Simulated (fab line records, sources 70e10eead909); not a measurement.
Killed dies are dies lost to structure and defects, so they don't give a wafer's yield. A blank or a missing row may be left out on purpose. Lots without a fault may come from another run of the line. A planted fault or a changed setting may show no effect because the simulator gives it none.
Which tool did it? | flow nand_harc | 12 lots, 36 wafers sampled, at 6 steps of a route of 1159

WHAT THE GAUGES READ, wafer by wafer
NHARC_END_SORT_01.
lot  | measured     | on        | defect_limited_yield (%) | killed_at_array | killed_at_other | killed_at_periphery | killed_dies | killed_open | killed_short | sort_bin_2_pct (%) | sort_bin_3_pct (%) | sort_bin_4_pct (%) | sort_n_pass | sort_rim_yield_pct (%) | sort_yield_pct (%)
L691 | day 23 12:03 | prober-02 | 96.0 94.7 95.3           | 22 32 29        | 0 1 1           | 5 3 2               | 27 36 32    | 4 6 7       | 3 2 1        | 1.3 1.3 1.0        | 0.15 0.59 0.15     | 2.5 3.4 3.5        | 650 641 645 | 93.4 88.7 92.5         | 96.0 94.7 95.3

WHICH TOOL RAN EACH LOT (tool, then ch and the chambers of the sampled wafers, then the start)
lot  | NHARC_P_M2_DESCUM_14               | NHARC_P_M2_PRE_CLEAN_30                 | NHARC_P_M2_ECD_22              | NHARC_P_M2_CMP_23             | NHARC_P_M2_PRE_CLEAN_32
L677 | rie_diel-03 ch 0,3, day 6 03:22    | pvd_sputter-01, day 6 04:50 or earlier  | ecd_cu-01 ch 0,1, day 6 04:50  | cmp-03 ch 0,2,3, day 6 05:28  | pecvd-01 ch 1,2, day 6 06:01
L678 | rie_diel-01 ch 0,2,3, day 6 14:35  | pvd_sputter-03, day 6 16:03 or earlier  | ecd_cu-01 ch 0,1, day 6 16:03  | cmp-03 ch 0,1,3, day 6 16:40  | pecvd-04 ch 0,2, day 6 17:18
L679 | rie_diel-03 ch 0,1,2, day 6 17:48  | pvd_sputter-03, day 6 19:14 or earlier  | ecd_cu-01 ch 0,1, day 6 19:14  | cmp-03 ch 0,1,2, day 6 19:56  | pecvd-02 ch 0,1, day 6 20:29
L680 | rie_diel-03 ch 2,3, day 6 22:44    | pvd_sputter-01, day 7 00:07 or earlier  | ecd_cu-01 ch 0,1, day 7 00:07  | cmp-04 ch 0,2, day 7 00:55    | pecvd-01 ch 0,1,2, day 7 01:27
L681 | rie_diel-12 ch 0,2,3, day 7 01:02  | pvd_sputter-03, day 7 02:41 or earlier  | ecd_cu-01 ch 0,1, day 7 02:41  | cmp-03 ch 0,1,3, day 7 03:25  | pecvd-01 ch 0,1,2, day 7 03:58
L683 | rie_diel-12 ch 0,3, day 7 16:53    | pvd_sputter-03, day 7 18:18 or earlier  | ecd_cu-02 ch 0,1, day 7 18:18  | cmp-03 ch 0,1,2, day 7 19:03  | pecvd-01 ch 0,1,2, day 7 19:37
L691 | rie_diel-01 ch 0,2,3, day 10 00:30 | pvd_sputter-03, day 10 02:02 or earlier | ecd_cu-01 ch 0,1, day 10 02:02 | cmp-03 ch 1,3, day 10 02:47   | pecvd-02 ch 0,2, day 10 03:22
L693 | rie_diel-01 ch 0,2,3, day 10 11:41 | pvd_sputter-02, day 10 13:17 or earlier | ecd_cu-01 ch 0,1, day 10 13:17 | cmp-01 ch 2,3, day 10 14:02   | pecvd-04 ch 0,1,2, day 10 14:41
L695 | rie_diel-01 ch 0,1,2, day 10 15:57 | pvd_sputter-02, day 10 17:20 or earlier | ecd_cu-02 ch 0,1, day 10 17:20 | cmp-01 ch 1,2,3, day 10 18:07 | pecvd-04 ch 1,2, day 10 18:38
L694 | rie_diel-03 ch 0,1, day 10 16:26   | pvd_sputter-01, day 10 17:50 or earlier | ecd_cu-01 ch 0, day 10 17:50   | cmp-04 ch 0,2,3, day 10 18:38 | pecvd-04 ch 0,1, day 10 19:08
L698 | rie_diel-03 ch 1,2,3, day 11 05:47 | pvd_sputter-03, day 11 07:13 or earlier | ecd_cu-02 ch 0,1, day 11 07:13 | cmp-04 ch 0,1,2, day 11 07:53 | pecvd-02 ch 0,1,2, day 11 08:26
L699 | rie_diel-03 ch 0,2,3, day 11 22:01 | pvd_sputter-01, day 11 23:32 or earlier | ecd_cu-01 ch 0,1, day 11 23:32 | cmp-04 ch 0,2, day 12 00:14   | pecvd-02 ch 0,1,2, day 12 00:46
- NHARC_P_M2_DESCUM_14: chemistry O2, time 3 s.
- NHARC_P_M2_PRE_CLEAN_30: time 30 s.
- NHARC_P_M2_ECD_22: material Cu, target thk 400 nm.
- NHARC_P_M2_CMP_23: polishes, t overpolish 20 s, target thk 144.3 nm.
- NHARC_P_M2_PRE_CLEAN_32: time 12 s.

WHAT THE TOOLS THEMSELVES READ (means of the sampled wafers that have a number; where no wafer has one, the mark that the record gives instead)
NHARC_P_M2_DESCUM_14.
lot  | tool        | drypump_motor_current_A (A) | oes_product_au (a.u.) | rf_vpp_V (V) | showerhead_plenum_p_Torr (Torr) | throttle_valve_pct (%)
L677 | rie_diel-03 | 5.8                         | 1.012                 | 57.6         | 1.97                            | 11.314
L678 | rie_diel-01 | 5.7                         | 1.002                 | 57.3         | 1.88                            | 11.303
L679 | rie_diel-03 | 5.6                         | 0.991                 | 57.5         | 1.91                            | 11.306
L680 | rie_diel-03 | 5.5                         | 1.004                 | 58.4         | 1.89                            | 11.301
L681 | rie_diel-12 | 6.1                         | 0.995                 | 57.8         | 1.87                            | 11.300
L683 | rie_diel-12 | 6.4                         | 0.995                 | 57.9         | 1.89                            | 11.310
L691 | rie_diel-01 | 5.7                         | 0.998                 | 58.2         | 1.87                            | 11.313
L693 | rie_diel-01 | 5.6                         | 0.997                 | 57.7         | 1.87                            | 11.307
L695 | rie_diel-01 | 5.4                         | 1.002                 | 58.2         | 1.92                            | 11.310
L694 | rie_diel-03 | 5.7                         | 1.006                 | 57.8         | 1.92                            | 11.315
L698 | rie_diel-03 | 5.7                         | 0.998                 | 57.8         | 1.90                            | 11.314
L699 | rie_diel-03 | 5.6                         | 0.999                 | 57.7         | 1.93                            | 11.313

NHARC_P_M2_PRE_CLEAN_30.
lot  | tool           | heater_power_w (W)
L677 | pvd_sputter-01 | 416
L678 | pvd_sputter-03 | 422
L679 | pvd_sputter-03 | 388
L680 | pvd_sputter-01 | 420
L681 | pvd_sputter-03 | 418
L683 | pvd_sputter-03 | 374
L691 | pvd_sputter-03 | 421
L693 | pvd_sputter-02 | 488
L695 | pvd_sputter-02 | 381
L694 | pvd_sputter-01 | 430
L698 | pvd_sputter-03 | 433
L699 | pvd_sputter-01 | 401

NHARC_P_M2_CMP_23.
lot  | tool   | motor_current_A (A) | retaining_ring_pressure_frac | time_to_endpoint_s (s)
L677 | cmp-03 | 11.6                | 1.000                        | 29.2
L678 | cmp-03 | 11.7                | 1.003                        | 29.3
L679 | cmp-03 | 12.2                | 0.998                        | 22.2
L680 | cmp-04 | 12.2                | 1.002                        | 21.5
L681 | cmp-03 | 11.4                | 0.998                        | 17.5
L683 | cmp-03 | 12.2                | 1.000                        | 27.2
L691 | cmp-03 | 11.8                | 1.000                        | 28.1
L693 | cmp-01 | 11.9                | 0.999                        | 27.7
L695 | cmp-01 | 11.3                | 1.001                        | 28.7
L694 | cmp-04 | 13.1                | 1.000                        | 26.1
L698 | cmp-04 | 12.2                | 1.003                        | 29.4
L699 | cmp-04 | 12.2                | 1.005                        | 27.8

NHARC_P_M2_PRE_CLEAN_32.
lot  | tool     | heater_power_w (W)
L677 | pecvd-01 | 645
L678 | pecvd-04 | 577
L679 | pecvd-02 | 659
L680 | pecvd-01 | 652
L681 | pecvd-01 | 628
L683 | pecvd-01 | 629
L691 | pecvd-02 | 591
L693 | pecvd-04 | 621
L695 | pecvd-04 | 575
L694 | pecvd-04 | 593
L698 | pecvd-02 | 598
L699 | pecvd-02 | 632

THE ANSWER, worked out from the rows above alone
Rule: what is usual is taken from the lots themselves. Put in order of their means at a reading, lots are off if they are a third of the lots or fewer, leave a main group of 4 or more, and stand apart from it by a gap of 3 or more times the standard deviation of the main group's means; of several such gaps the widest counts. A main group whose means are all the same, to the digits that the tables above print for the reading, isn't used. A lot without any number at a reading at which 4 lots or more have one is off too. The other lots that the step has rows for count as sound. The gauges are gone through in route order, then the tools' own readings, and for those a lot's mean is taken as printed above. The first step at which some lot is off is used, and at that step the reading that is off furthest; a lot without a number counts as furthest.
Off: L679, L680, L681, at NHARC_P_M2_CMP_23 (time_to_endpoint_s). The main group: mean 28.2 s, standard deviation 1.
A tool fits if, at that step or a process step before it, it ran every lot that is off, and no sound lot after the first of them. NHARC_P_M2_PRE_CLEAN_30 gives no start for some lots, so the hours and the order of its lots are those of NHARC_P_M2_ECD_22. None of those tried fits.

WHAT THE SIMULATOR HAD PUT IN
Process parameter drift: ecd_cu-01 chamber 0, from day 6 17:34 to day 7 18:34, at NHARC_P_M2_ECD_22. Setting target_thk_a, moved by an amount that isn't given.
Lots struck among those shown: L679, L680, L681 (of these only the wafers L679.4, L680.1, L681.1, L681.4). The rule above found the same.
